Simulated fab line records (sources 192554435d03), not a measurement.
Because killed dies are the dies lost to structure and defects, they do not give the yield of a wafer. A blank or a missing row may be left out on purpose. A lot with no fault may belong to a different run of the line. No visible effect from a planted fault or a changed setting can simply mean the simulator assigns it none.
fab line records    flow n5Finfet
[record] lots = 9  wafers = 25  lastDay = 16
route steps=1938 shown BEOL_M0_SAQP@634 BEOL_M4@1111 TV_LITHO@1886 PASSIVATION@1909
lots that met no fault: from a run of the same line without faults
startH: hours from the record's first day to the start of the lot's first wafer shown    waitH: hours elapsed since this lot's preceding step    " identical to the entry in the row above    L1.1+2: a single row standing in for several wafers    - value missing, or start not given    * or withheld: withheld    < > ~ a bound
route shown NAME@n: a module of which the file shows steps, and the number in the route of the first    usual: mean/standard deviation of fault-free wafers    same: alike in all rows    chamber/n: place in a boat    sites: readings site by site    _std_site: standard deviation of those values    _edge_site: mean of outer sites minus mean of inner sites    radiusMm: how far each site lies from the wafer's centre    mask NAME#n: copy n    behind: the most recent tool/chamber to have shaped the wafer    hold: why the lot was held/for how many hours/how that ended    device: which transistor (n, p or np) failed to switch    end of line: tests run on the same wafers once the route is complete    step lacking rows: just its recipe    killed: not the wafer's yield, but the dies lost to structure and defects at the first sort    map: a wafer's dies, marking killed ones x, the rest . and places with no die _
set.NAME: the setting that was run; set.NAME@STEP: the one run at that earlier step    model.NAME: the simulator's own value behind a step, which no gauge read
one table for each step of the route and one row for each wafer, over a sample of lots
services: a tool's chamber out of use, with start hour (startH, from the record's first day; less than 0 if before it), hours out, and reason
[[steps]]
[step N5_BEOL_M0_SAQP_HM_DEP_02]
[recipe] material = TiN  targetThkA = 120  tempC = 25  chamberPressurePa = 0.49996
[usual] throttleValvePct = 29.9/0.99
lot.wafer  tool           chamber  startH  waitH  throttleValvePct
L119.1     pvdSputter-03  -        111.44  2.6    29.2
L119.2     "              -        "       "      30.3
L119.3     "              -        "       "      30.5
L123.2     pvdSputter-03  -        134.23  4.6    30.6
L123.4     "              -        "       "      30.2
L123.6     "              -        "       "      30.0
L124.1     pvdSputter-03  -        135.13  0.8    29.1
L124.2     "              -        "       "      30.2
L124.4     "              -        "       "      30.2
L128.3     pvdSputter-03  -        163.52  1.0    30.8
L128.4     "              -        "       "      30.2
L128.5     "              -        "       "      30.6
L129.1     pvdSputter-03  -        167.22  0.5    29.2
L129.2     "              -        "       "      30.2
L129.4     "              -        "       "      30.9
L132.4     pvdSputter-01  -        188.04  0.8    30.8
L132.5     "              -        "       "      31.0
L132.6     "              -        "       "      30.5
L135.4     pvdSputter-02  -        207.36  2.0    31.0
L135.6     "              -        "       "      28.6
L138.1     pvdSputter-03  -        222.85  1.7    29.3
L138.3     "              -        "       "      30.5
L139.4     pvdSputter-03  -        226.21  0.9    29.8
L139.5     "              -        "       "      30.3
L139.6     "              -        "       "      30.8
[step N5_BEOL_M4_RC_MEAS_101]
[usual] DIBL_N = 36.6/2.1  DIBL_P = 36.3/2.2  IOFF_N = 0.16/0.036  IOFF_P = 0.21/0.038  ION_N = 671/12  ION_P = 460/7.5  SS_N = 71.8/0.72  SS_P = 73.3/0.72  VT_N = 250/3.2  VT_P = -250/3.5
lot.wafer  tool       chamber  startH  waitH  DIBL_N[mV/V]  DIBL_P[mV/V]  IOFF_N[nA/um]  IOFF_P[nA/um]  ION_N[uA/um]  ION_P[uA/um]  SS_N[mV/dec]  SS_P[mV/dec]  VT_N[mV]  VT_P[mV]
L119.1     prober-02  0        162.49  0.0    40.1          39.8          0.20           0.21           675           456           72.6          73.9          248       -254
L119.2     "          0        "       "      35.0          35.4          0.12           0.16           655           453           71.2          72.8          253       -257
L119.3     "          0        "       "      37.9          38.1          0.16           0.19           669           456           71.4          73.9          252       -257
L123.2     prober-01  0        185.55  0.2    39.1          39.6          0.20           0.25           683           458           72.3          74.0          249       -247
L123.4     "          0        "       "      34.7          33.7          0.13           0.17           654           451           71.3          72.3          252       -252
L123.6     "          0        "       "      33.8          33.0          0.11           0.15           656           454           70.9          72.3          252       -255
L124.1     prober-01  0        192.08  0.0    37.5          36.5          0.18           0.23           673           463           71.3          73.2          247       -248
L124.2     "          0        "       "      38.7          37.5          0.21           0.27           697           474           72.4          73.8          246       -245
L124.4     "          0        "       "      39.7          39.3          0.24           0.32           686           464           72.7          74.3          242       -242
L128.3     prober-02  0        218.80  0.3    34.4          35.1          0.13           0.19           663           456           70.9          72.4          252       -252
L128.4     "          0        "       "      35.4          35.9          0.15           0.21           678           470           71.0          73.1          249       -249
L128.5     "          0        "       "      32.6          33.4          0.11           0.16           666           461           70.7          72.5          252       -252
L129.1     prober-01  0        223.52  0.0    32.1          31.7          0.12           0.17           668           470           69.9          72.2          253       -250
L129.2     "          0        "       "      36.3          35.6          0.18           0.24           686           471           72.0          73.1          248       -247
L129.4     "          0        "       "      36.9          36.6          0.18           0.25           673           465           72.1          73.4          248       -246
L132.4     prober-01  0        242.73  0.5    40.5          39.9          0.23           0.26           696           469           72.1          74.7          244       -249
L132.5     "          0        "       "      42.0          42.1          0.27           0.30           694           470           73.8          74.8          246       -244
L132.6     "          0        "       "      40.0          37.6          0.20           0.21           666           452           73.2          73.8          249       -251
L135.4     prober-01  0        267.92  0.5    34.9          32.9          0.12           0.14           655           446           71.3          72.5          257       -259
L135.6     "          0        "       "      40.3          40.3          0.23           0.26           696           465           72.1          75.3          245       -249
L138.3     prober-01  0        279.96  0.3    36.6          35.5          0.13           0.16           653           443           71.6          73.5          254       -257
L139.4     prober-02  0        283.35  0.5    37.9          37.7          0.18           0.22           672           451           71.8          73.7          250       -253
L139.5     "          0        "       "      35.5          35.2          0.14           0.19           667           457           71.7          72.5          254       -254
[step N5_PASSIVATION_DESCUM_12]
[recipe] chemistry = O2  timeS = 7.9  sourcePowerW = 50  biasPowerW = 20  pressureMtorr = 20  rfFrequencyHz = 2.712e+07  tempC = 40  o2FlowSccm = 225
[usual] drypumpMotorCurrentA = 5.72/0.28  o2FlowSccm = 225.0/0.69  oesProductAu = 0.76/0.08  rfFwdPowerW = 49.66/0.18  rfVppV = 243.1/1.4  showerheadPlenumPTorr = 2.09/0.078  throttleValvePct = 20.50/0.24
[same] timeS = 7.9
lot.wafer  tool        chamber  startH  waitH  drypumpMotorCurrentA  o2FlowSccm  oesProductAu  rfFwdPowerW  rfHoursCounterH  rfVppV  showerheadPlenumPTorr  throttleValvePct
L119.1     rieDiel-03  2        253.64  0.1    5.53                  224.8       0.88          49.51        17               244.2   2.24                   20.38
L119.2     "           0        "       "      5.37                  223.2       0.70          49.97        224              242.0   2.05                   20.50
L119.3     "           3        "       "      5.24                  225.2       0.73          49.70        205              241.1   2.06                   20.48
L123.2     rieDiel-05  1        276.77  0.1    5.73                  225.4       0.71          49.59        193              243.9   2.06                   20.04
L123.4     "           3        "       "      6.10                  224.9       0.85          49.64        -                243.7   2.21                   20.55
L123.6     "           1        "       "      5.71                  224.9       0.71          49.63        -                241.9   2.06                   20.06
L124.1     rieDiel-05  0        289.73  0.0    5.81                  225.0       0.74          49.91        181              242.6   2.00                   20.75
L124.2     "           2        "       "      5.56                  223.6       0.84          49.80        76               244.3   2.11                   20.24
L124.4     "           1        "       "      5.72                  224.4       0.71          49.30        197              241.3   2.06                   20.05
L128.3     rieDiel-05  2        303.17  0.0    5.59                  225.1       0.82          49.73        80               242.2   2.11                   20.25
L128.4     "           0        "       "      5.84                  224.2       0.73          49.43        186              241.2   2.00                   20.76
L128.5     "           3        "       "      6.12                  224.6       0.84          49.69        -                244.7   2.21                   20.55
L129.1     rieDiel-03  1        316.26  0.0    6.20                  226.2       0.67          49.75        236              241.2   1.99                   20.71
L129.2     "           3        "       "      5.24                  224.2       0.71          49.83        224              243.3   2.06                   20.49
L129.4     "           2        "       "      5.55                  225.2       0.86          49.89        37               245.7   2.24                   20.40
L132.4     rieDiel-05  1        333.90  0.0    5.75                  224.8       0.70          49.66        212              242.5   2.06                   20.07
L132.5     "           0        "       "      5.84                  225.9       0.72          49.65        -                241.0   2.00                   20.77
L132.6     "           1        "       "      5.77                  224.6       0.69          49.66        -                242.4   2.06                   20.07
L135.4     rieDiel-03  1        356.16  0.1    6.23                  225.9       0.67          49.67        -                241.7   1.98                   20.73
L135.6     "           3        "       "      5.26                  225.6       0.71          49.90        -                243.2   2.05                   20.53
L138.3     rieDiel-05  1        372.02  0.0    5.77                  224.7       0.69          49.61        223              243.5   2.05                   20.09
L139.4     rieDiel-03  3        376.21  0.1    5.25                  224.2       0.70          49.54        -                243.5   2.05                   20.54
L139.5     "           0        "       "      5.40                  225.2       0.96          50.00        -                243.2   2.04                   20.07
[step N5_PASSIVATION_AL_ETCH_33]
[recipe] chemistry = Cl2/BCl3  targetDepthA = 28000  overEtchFrac = 0.15  Cl2_flow_sccm = 180  bcl3FlowSccm = 60  target = Al  stopOn = TaN  timeS = 466.7  ionEnergyEv = 100  pressureMtorr = 10  icpW = 900  biasW = 100
[usual] drypumpMotorCurrentA = 5.48/0.25  oesProductAu = 0.71/0.067  rfFwdPowerW = 898.9/2.4  throttleValvePct = 34.56/0.25
[same] overEtchFrac = 0.15  timeS = 466.7
lot.wafer  tool         chamber  startH  waitH  drypumpMotorCurrentA  oesProductAu  rfFwdPowerW  rfHoursCounterH  throttleValvePct
L119.1     rieMetal-02  1        257.84  0.1    5.06                  0.80          894.3        13               34.80
L119.2     "            0        "       "      5.64                  0.67          898.6        48               34.65
L119.3     "            1        "       "      5.04                  0.81          897.8        -                34.79
L123.2     rieMetal-03  1        278.46  0.1    5.84                  0.79          897.2        13               34.68
L123.4     "            0        "       "      5.45                  0.70          896.9        -                34.56
L123.6     "            1        "       "      5.85                  0.79          900.0        -                34.68
L124.1     rieMetal-03  1        291.70  0.1    5.82                  0.78          900.8        14               34.69
L124.2     "            0        "       "      5.45                  0.70          898.5        42               34.51
L124.4     "            1        "       "      5.84                  0.78          897.1        -                34.68
L128.3     rieMetal-03  1        305.10  0.2    5.85                  0.77          899.7        -                34.69
L128.4     "            0        "       "      5.47                  0.68          898.1        -                34.55
L128.5     "            1        "       "      5.86                  0.77          896.6        -                34.69
L129.1     rieMetal-01  1        317.91  0.1    5.35                  0.71          901.9        30               34.03
L129.2     "            0        "       "      5.42                  0.59          900.3        100              34.68
L129.4     "            0        "       "      5.41                  0.59          897.5        -                34.66
L132.4     rieMetal-01  0        336.07  0.2    5.46                  0.59          897.6        -                34.61
L132.5     "            0        "       "      5.45                  0.59          904.5        -                34.64
L132.6     "            1        "       "      5.35                  0.71          898.1        -                34.01
L135.4     rieMetal-02  0        357.89  0.2    5.62                  0.65          901.0        -                34.62
L135.6     "            1        "       "      5.06                  0.77          897.6        -                34.78
L138.3     rieMetal-03  1        374.10  0.2    5.86                  0.75          898.0        -                34.69
L139.4     rieMetal-03  0        377.84  0.2    5.48                  0.68          900.3        -                34.54
L139.5     "            1        "       "      5.85                  0.76          901.1        -                34.73
[step N5_PASSIVATION_ETCH_54]
[recipe] chemistry = CHF3/O2  target = SiO2  targetDepthA = 8800  CHF3_flow_sccm = 50  O2_flow_sccm = 5  Ar_flow_sccm = 200  timeS = 440  maskMaterial = PR  pressureMtorr = 30  sourceW = 650  biasW = 170  ionEnergyEv = 200
[usual] O2_flow_sccm = 5.001/0.015  drypumpMotorCurrentA = 5.8/0.43  oesProductAu = 0.83/0.068  rfFwdPowerW = 649.1/2  rfVppV = 524/7.6  showerheadPlenumPTorr = 2.42/0.064  throttleValvePct = 18.81/0.24
[same] timeS = 440
lot.wafer  tool        chamber  startH  waitH  O2_flow_sccm  drypumpMotorCurrentA  oesProductAu  rfFwdPowerW  rfHoursCounterH  rfVppV  showerheadPlenumPTorr  throttleValvePct
L119.1     rieDiel-02  1        259.95  0.1    4.994         6.3                   0.82          650.4        66               517     2.45                   18.93
L119.2     "           3        "       "      4.999         5.6                   0.69          648.5        249              537     2.47                   18.94
L119.3     "           2        "       "      5.017         6.0                   0.77          649.0        118              512     2.42                   18.55
L123.2     rieDiel-01  0        280.41  0.1    5.008         5.9                   0.68          648.2        250              518     2.27                   19.16
L123.4     "           2        "       "      4.996         6.5                   0.88          648.9        39               540     2.45                   18.55
L123.6     "           0        "       "      5.010         5.9                   0.70          649.3        -                518     2.27                   19.15
L124.1     rieDiel-04  0        294.13  0.1    4.987         5.9                   0.84          648.2        65               516     2.44                   18.38
L124.2     "           2        "       "      5.026         5.4                   0.92          651.1        20               520     2.47                   18.78
L124.4     "           3        "       "      5.024         5.2                   0.92          654.2        17               523     2.36                   18.94
L128.3     rieDiel-01  3        307.50  0.1    4.978         5.6                   0.75          649.0        172              534     2.41                   19.26
L128.4     "           1        "       "      5.010         5.8                   0.86          648.4        -                524     2.44                   18.75
L128.5     "           2        "       "      4.992         6.5                   0.86          649.0        -                538     2.45                   18.59
L129.1     rieDiel-04  0        320.23  0.1    4.978         5.9                   0.83          650.9        74               514     2.44                   18.38
L129.2     "           1        "       "      5.023         6.6                   0.78          649.7        116              515     2.32                   18.82
L129.4     "           2        "       "      4.991         5.4                   0.90          648.2        28               521     2.46                   18.79
L132.4     rieDiel-04  1        338.27  0.1    4.984         6.5                   0.77          648.3        121              515     2.32                   18.81
L132.5     "           3        "       "      5.002         5.2                   0.88          648.0        -                526     2.35                   18.95
L132.6     "           0        "       "      4.967         5.9                   0.82          649.0        -                515     2.43                   18.37
L135.4     rieDiel-04  2        359.66  0.1    5.001         5.4                   0.88          647.9        41               520     2.46                   18.82
L135.6     "           0        "       "      4.996         5.9                   0.81          650.9        -                515     2.43                   18.41
L138.3     rieDiel-01  3        376.05  0.1    4.992         5.6                   0.74          647.4        195              532     2.40                   19.29
L139.4     rieDiel-04  0        379.75  0.1    5.002         5.9                   0.81          647.3        96               515     2.43                   18.40
L139.5     "           0        "       "      5.003         5.9                   0.80          648.8        -                515     2.43                   18.42
[step N5_PASSIVATION_PROBE_49]
[usual] defectLimitedYield = 91.1/1.4  killed_at_M0_to_M3 = 33/9.1  killed_at_M4_up = 14/5.6  killedAtContacts = 13/5.7  killedAtFrontEnd = 42/12  killedAtOther = 4/3  killedDies = 105/16  killedOnRim = 13/4  killedOpen = 69/11  killedShort = 34/7.5  sort_bin_4_leakage = 0.00/0.0072  sort_bin_5_function = 5.2/0.91  sort_bin_6_memory = 3.3/0.64  sortNPass = 1075/16  sortYieldPct = 91.1/1.4
[same] grossDies = 1180  killedAtBackSide = 0  sort_bin_8_speed[%] = 0
lot.wafer  tool       chamber  startH  waitH  defectLimitedYield[%]  killed_at_M0_to_M3  killed_at_M4_up  killedAtContacts  killedAtFrontEnd  killedAtOther  killedDies  killedOnRim  killedOpen  killedShort  sort_bin_4_leakage[%]  sort_bin_5_function[%]  sort_bin_6_memory[%]  sortNPass  sortYieldPct[%]
L119.1     prober-02  -        262.73  0.0    90.3                   28                  19               11                54                2              114         14           73          37           0                      5.4                     3.6                   1066       90.3
L119.2     prober-02  -        262.78  0.1    91.6                   28                  24               12                33                2              99          10           66          28           0                      4.5                     3.6                   1081       91.6
L119.3     prober-02  -        262.83  0.1    91.5                   29                  13               6                 51                1              100         9            66          33           0                      4.4                     3.8                   1080       91.5
L123.2     prober-01  -        283.81  0.1    91.3                   18                  13               19                51                2              103         8            61          42           0                      4.9                     3.3                   1077       91.3
L123.4     prober-01  -        283.91  0.2    91.7                   31                  13               14                33                7              98          11           54          40           0                      5.1                     2.9                   1082       91.7
L123.6     prober-01  -        284.01  0.3    91.9                   35                  10               15                34                1              95          8            61          32           0                      5.4                     2.3                   1085       91.9
L124.1     prober-01  -        296.94  0.0    90.0                   31                  14               31                33                9              118         13           75          43           0                      5.8                     3.9                   1062       90.0
L124.2     prober-01  -        296.99  0.1    91.4                   34                  19               13                31                4              101         12           66          34           0                      4.9                     3.4                   1079       91.4
L124.4     prober-01  -        297.09  0.2    90.5                   53                  12               9                 31                7              112         16           69          42           0                      5.0                     4.2                   1068       90.5
L128.3     prober-02  -        310.98  0.1    91.1                   52                  15               13                20                5              105         18           68          36           0                      5.2                     3.6                   1075       91.1
L128.4     prober-02  -        311.03  0.2    92.1                   29                  12               11                37                4              93          12           51          39           0                      4.4                     3.1                   1087       92.1
L128.5     prober-02  -        311.08  0.2    93.8                   27                  12               11                23                0              73          7            53          20           0                      3.7                     2.2                   1107       93.8
L129.1     prober-01  -        323.05  0.0    92.5                   22                  9                16                29                12             88          10           56          32           0                      4.7                     2.2                   1092       92.5
L129.2     prober-01  -        323.10  0.1    94.0                   16                  12               8                 32                3              71          10           40          30           0                      3.4                     2.3                   1109       94.0
L129.4     prober-01  -        323.20  0.2    91.9                   24                  10               8                 49                4              95          9            59          33           0                      4.4                     3.4                   1085       91.9
L132.4     prober-02  -        341.60  0.2    90.7                   28                  14               14                51                3              110         20           71          39           0                      5.4                     3.6                   1070       90.7
L132.5     prober-02  -        341.65  0.2    93.1                   26                  8                10                35                3              82          8            51          31           0.08                   4.3                     2.5                   1097       93.0
L132.6     prober-02  -        341.70  0.3    92.1                   30                  11               7                 45                0              93          20           61          25           0                      4.2                     2.8                   1087       92.1
L135.4     prober-02  -        362.59  0.2    91.2                   27                  8                11                56                2              104         15           64          40           0                      4.7                     3.7                   1076       91.2
L135.6     prober-02  -        362.69  0.3    89.2                   49                  16               18                40                5              128         22           90          38           0                      6.6                     4.0                   1052       89.2
L138.1     prober-02  -        378.85  0.0    0                      1101                6                10                61                2              1180        152          83          26           0                      96.3                    3.6                   0          0
L138.3     prober-02  -        378.95  0.1    89.7                   53                  11               17                38                3              122         15           91          27           0                      6.2                     4.0                   1058       89.7
L139.4     prober-01  -        382.69  0.2    91.3                   25                  21               8                 47                2              103         10           59          42           0                      4.5                     3.5                   1077       91.3
L139.5     prober-01  -        382.74  0.2    90.9                   30                  16               11                50                0              107         12           62          42           0                      5.8                     3.1                   1073       90.9
L139.6     prober-01  -        382.79  0.3    0                      1110                13               15                41                1              1180        152          73          38           0                      95.8                    4.0                   0          0
// killed by level:class
L119.1 FIN_SAQP:geometricParticle:open=15 STI_FIN_REVEAL:geometricParticle:open=13 BEOL_M3:geometricParticle:open=10 FIN_SAQP:geometricParticle:short=8 MOL_CONTACT_COAG:geometricParticle:open=7 BEOL_M4:geometricParticle:open=5 BEOL_M0_SAQP:geometricParticle:open=5 MOL_CONTACT_COAG:geometricParticle:short=4
L119.2 BEOL_M4:geometricParticle:open=15 FIN_SAQP:geometricParticle:open=10 BEOL_M3:geometricParticle:open=10 FIN_SAQP:geometricParticle:short=8 MOL_CONTACT_COAG:geometricParticle:open=8 GATE_CUT:geometricParticle:short=5 BEOL_M2:geometricParticle:open=5 MOL_CONTACT_COAG:geometricParticle:short=4
L119.3 FIN_SAQP:geometricParticle:short=14 BEOL_M3:geometricParticle:open=13 FIN_SAQP:geometricParticle:open=11 BEOL_M4:geometricParticle:open=8 BEOL_M2:geometricParticle:open=7 MOL_CONTACT_COAG:geometricParticle:open=5 STI_FIN_REVEAL:geometricParticle:open=5 GATE_CUT:geometricParticle:short=5
L123.2 MOL_CONTACT_COAG:geometricParticle:open=15 FIN_SAQP:geometricParticle:short=12 BEOL_M0_SAQP:geometricParticle:short=9 DUMMY_GATE:geometricParticle:open=8 FIN_SAQP:geometricParticle:open=6 GATE_CUT:geometricParticle:short=6 ILD0:geometricParticle:open=5 MOL_CONTACT_COAG:geometricParticle:short=4
L123.4 FIN_SAQP:geometricParticle:short=12 BEOL_M0_SAQP:geometricParticle:short=11 MOL_CONTACT_COAG:geometricParticle:open=11 FIN_SAQP:geometricParticle:open=8 BEOL_M1:geometricParticle:open=7 BEOL_M0_SAQP:geometricParticle:open=6 GATE_CUT:geometricParticle:open=3 MOL_CONTACT_COAG:geometricParticle:short=3
L123.6 GATE_CUT:geometricParticle:open=8 MOL_CONTACT_COAG:geometricParticle:open=8 BEOL_M0_SAQP:geometricParticle:short=8 FIN_SAQP:geometricParticle:open=7 BEOL_M2:geometricParticle:open=7 BEOL_M3:geometricParticle:open=7 GATE_CUT:geometricParticle:short=6 MOL_CONTACT_COAG:geometricParticle:short=6
L124.1 MOL_CONTACT_COAG:geometricParticle:open=27 BEOL_M0_SAQP:geometricParticle:short=13 BEOL_M4:geometricParticle:open=6 DUMMY_GATE:geometricParticle:open=5 BEOL_M2:geometricParticle:open=5 FIN_SAQP:geometricParticle:short=4 GATE_CUT:geometricParticle:open=4 MOL_CONTACT_COAG:geometricParticle:short=4
L124.2 BEOL_M4:geometricParticle:open=10 MOL_CONTACT_COAG:geometricParticle:open=9 BEOL_M3:geometricParticle:open=8 BEOL_M0_SAQP:geometricParticle:open=7 BEOL_M0_SAQP:geometricParticle:short=6 DUMMY_GATE:geometricParticle:open=5 MOL_CONTACT_COAG:geometricParticle:short=4 BEOL_M2:geometricParticle:open=4
L124.4 BEOL_M0_SAQP:geometricParticle:short=12 BEOL_M1:geometricParticle:open=10 BEOL_M2:geometricParticle:open=8 BEOL_M3:geometricParticle:open=8 FIN_SAQP:geometricParticle:short=7 MOL_CONTACT_COAG:geometricParticle:open=7 BEOL_M0_SAQP:geometricParticle:open=7 GATE_CUT:geometricParticle:short=6
L128.3 BEOL_M2:geometricParticle:open=20 MOL_CONTACT_COAG:geometricParticle:open=12 BEOL_M2:geometricParticle:short=7 BEOL_M3:geometricParticle:open=7 GATE_CUT:geometricParticle:short=6 BEOL_M1:geometricParticle:short=5 BEOL_M0_SAQP:geometricParticle:short=4 BEOL_M1:geometricParticle:open=4
L128.4 MOL_CONTACT_COAG:geometricParticle:open=10 STARTING-WAFER:geometricParticle:short=8 BEOL_M3:geometricParticle:open=7 BEOL_M2:geometricParticle:open=6 GATE_CUT:geometricParticle:short=5 BEOL_M0:geometricParticle:open=5 BEOL_M4:geometricParticle:open=5 BEOL_M4:geometricParticle:short=4
L128.5 MOL_CONTACT_COAG:geometricParticle:open=8 BEOL_M4:geometricParticle:open=8 FIN_SAQP:geometricParticle:open=5 BEOL_M0_SAQP:geometricParticle:open=5 BEOL_M3:geometricParticle:open=5 BEOL_M1:geometricParticle:open=4 BEOL_M2:geometricParticle:open=4 BEOL_M3:geometricParticle:short=4
L129.1 MOL_CONTACT_COAG:geometricParticle:open=14 FIN_SAQP:geometricParticle:short=9 STI_FIN_REVEAL:geometricParticle:open=9 GATE_CUT:geometricParticle:short=5 BEOL_M2:geometricParticle:open=5 BEOL_M3:geometricParticle:open=5 PASS1_DEP:geometricParticle:open=5 PASS1_DEP:geometricParticle:short=5
L129.2 FIN_SAQP:geometricParticle:short=9 MOL_CONTACT_COAG:geometricParticle:open=6 BEOL_M4:geometricParticle:open=6 GATE_CUT:geometricParticle:short=4 BEOL_M0_SAQP:geometricParticle:short=4 BEOL_M2:geometricParticle:open=4 FIN_SAQP:geometricParticle:open=3 BEOL_M0_SAQP:geometricParticle:open=3
L129.4 STI_FIN_REVEAL:geometricParticle:open=14 FIN_SAQP:geometricParticle:short=12 BEOL_M3:geometricParticle:open=8 MOL_CONTACT_COAG:geometricParticle:open=7 GATE_CUT:geometricParticle:short=5 BEOL_M2:geometricParticle:open=5 BEOL_M4:geometricParticle:open=5 FIN_SAQP:geometricParticle:open=4
L132.4 MOL_CONTACT_COAG:geometricParticle:open=13 DUMMY_GATE:geometricParticle:open=9 FIN_SAQP:geometricParticle:short=8 STI_FIN_REVEAL:geometricParticle:open=6 BEOL_M0_SAQP:geometricParticle:short=6 BEOL_M1:geometricParticle:open=6 BEOL_M3:geometricParticle:open=6 FIN_SAQP:geometricParticle:open=5
L132.5 MOL_CONTACT_COAG:geometricParticle:open=8 DUMMY_GATE:geometricParticle:open=6 BEOL_M0_SAQP:geometricParticle:short=6 STI_FIN_REVEAL:geometricParticle:open=5 GATE_CUT:geometricParticle:short=5 BEOL_M0_SAQP:geometricParticle:open=5 BEOL_M2:geometricParticle:open=4 BEOL_M3:geometricParticle:open=4
L132.6 BEOL_M3:geometricParticle:open=12 GATE_CUT:geometricParticle:short=8 DUMMY_GATE:geometricParticle:open=6 MOL_CONTACT_COAG:geometricParticle:open=6 BEOL_M2:geometricParticle:open=6 HKMG_FIN:areaEtch=6 FIN_SAQP:geometricParticle:open=5 FIN_SAQP:geometricParticle:short=5
L135.4 FIN_SAQP:geometricParticle:open=12 FIN_SAQP:geometricParticle:short=12 MOL_CONTACT_COAG:geometricParticle:open=9 DUMMY_GATE:geometricParticle:open=6 BEOL_M1:geometricParticle:open=6 STI_FIN_REVEAL:geometricParticle:open=5 BEOL_M0_SAQP:geometricParticle:open=4 STARTING-WAFER:geometricParticle:open=4
L135.6 BEOL_M2:geometricParticle:open=19 MOL_CONTACT_COAG:geometricParticle:open=14 BEOL_M4:geometricParticle:open=10 GATE_CUT:geometricParticle:short=8 BEOL_M0_SAQP:geometricParticle:open=8 BEOL_M3:geometricParticle:open=8 FIN_SAQP:geometricParticle:open=6 BEOL_M2:geometricParticle:short=6
L138.1 BEOL_M0_SAQP:areaDep=1068 BEOL_M2:geometricParticle:open=20 FIN_SAQP:geometricParticle:open=18 FIN_SAQP:geometricParticle:short=10 MOL_CONTACT_COAG:geometricParticle:open=10 DUMMY_GATE:geometricParticle:open=9 STI_FIN_REVEAL:geometricParticle:open=5 GATE_CUT:geometricParticle:open=4
L138.3 BEOL_M2:geometricParticle:open=20 BEOL_M3:geometricParticle:open=19 FIN_SAQP:geometricParticle:open=16 MOL_CONTACT_COAG:geometricParticle:open=13 FIN_SAQP:geometricParticle:short=8 MOL_CONTACT_COAG:geometricParticle:short=4 BEOL_M3:geometricParticle:short=4 BEOL_M4:geometricParticle:open=4
L139.4 STI_FIN_REVEAL:geometricParticle:open=12 BEOL_M4:geometricParticle:open=10 FIN_SAQP:geometricParticle:short=9 MOL_CONTACT_COAG:geometricParticle:open=7 BEOL_M3:geometricParticle:open=7 FIN_SAQP:geometricParticle:open=5 ILD0:geometricParticle:short=5 GATE_CUT:geometricParticle:short=5
L139.5 FIN_SAQP:geometricParticle:short=9 STI_FIN_REVEAL:geometricParticle:open=9 MOL_CONTACT_COAG:geometricParticle:open=8 BEOL_M4:geometricParticle:short=7 STARTING-WAFER:geometricParticle:open=7 BEOL_M0_SAQP:geometricParticle:short=6 GATE_CUT:geometricParticle:short=6 BEOL_M2:geometricParticle:open=6
L139.6 BEOL_M0_SAQP:areaDep=1065 MOL_CONTACT_COAG:geometricParticle:open=13 STI_FIN_REVEAL:geometricParticle:open=12 BEOL_M0_SAQP:geometricParticle:open=12 BEOL_M0_SAQP:geometricParticle:short=11 GATE_CUT:geometricParticle:short=6 BEOL_M3:geometricParticle:open=6 FIN_SAQP:geometricParticle:open=4
[[services]]
tool           chamber  startH  hours  kind
rieMetal-03    -        95.55   0.6    repair
pvdSputter-01  -        96.45   1.4    repair
pvdSputter-03  -        96.64   1.2    repair
rieDiel-03     2        100.80  22.0   repair
rieDiel-05     3        126.60  -      clean
rieDiel-05     3        126.60  -      consumableReplace:focusRing
rieDiel-05     3        126.60  -      consumableReplace:showerhead
rieDiel-05     3        126.60  13.2   scheduledDown
rieDiel-05     3        126.60  13.2   ventCycle
pvdSputter-01  -        129.27  6.9    repair
rieDiel-04     3        133.21  1.2    repair
rieDiel-05     2        147.57  7.4    repair
pvdSputter-01  -        161.78  0.8    repair
rieDiel-03     2        214.25  38.8   repair
rieDiel-02     2        231.84  21.6   repair
rieDiel-04     2        265.77  9.3    repair
rieDiel-05     2        270.47  12.0   repair
rieMetal-03    -        272.56  2.8    pm
rieDiel-05     3        312.55  6.6    repair
rieDiel-05     2        317.23  1.2    repair
rieDiel-03     2        331.22  2.2    repair
pvdSputter-01  -        369.52  1.8    repair
pvdSputter-01  -        371.87  3.5    repair
rieMetal-02    0        375.75  9.6    repair
[[key]]
[firstSign] step = N5_PASSIVATION_PROBE_49  reading = killed_at_M0_to_M3  direction = up  sigmas = 99+  usual = 33  struck = 1106
[effect] step = N5_PASSIVATION_PROBE_49  reading = sort_bin_5_function  direction = up  sigmas = 99+  usual = 5.2  struck = 96.0
[moreKillsBornAt] N5_BEOL_M0_SAQP_HM_DEP_02@pvdSputter-03 = 2133
metAt N5_BEOL_M0_SAQP_HM_DEP_02
struckLots L138,L139
struckWafers L138.1,L139.6
laterRowsLeftOut L138.1,L139.6
notActingAt N5_PASSIVATION_DESCUM_12,N5_PASSIVATION_AL_ETCH_33,N5_PASSIVATION_ETCH_54
onsetBetween 167.22 222.85
[fault] kind = processParameterDrift  tool = pvdSputter-03  chamber = -  onsetH = 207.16  steps = N5_BEOL_M0_SAQP_HM_DEP_02  channel = targetThkA  offset = *  shape = step  endH = 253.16  scope = struckWafersOnly  actsIn = *  stated = *
// laterRowsLeftOut: the simulator's readings of these wafers behind a module that went badly wrong aren't trusted and aren't shown, but for the sort
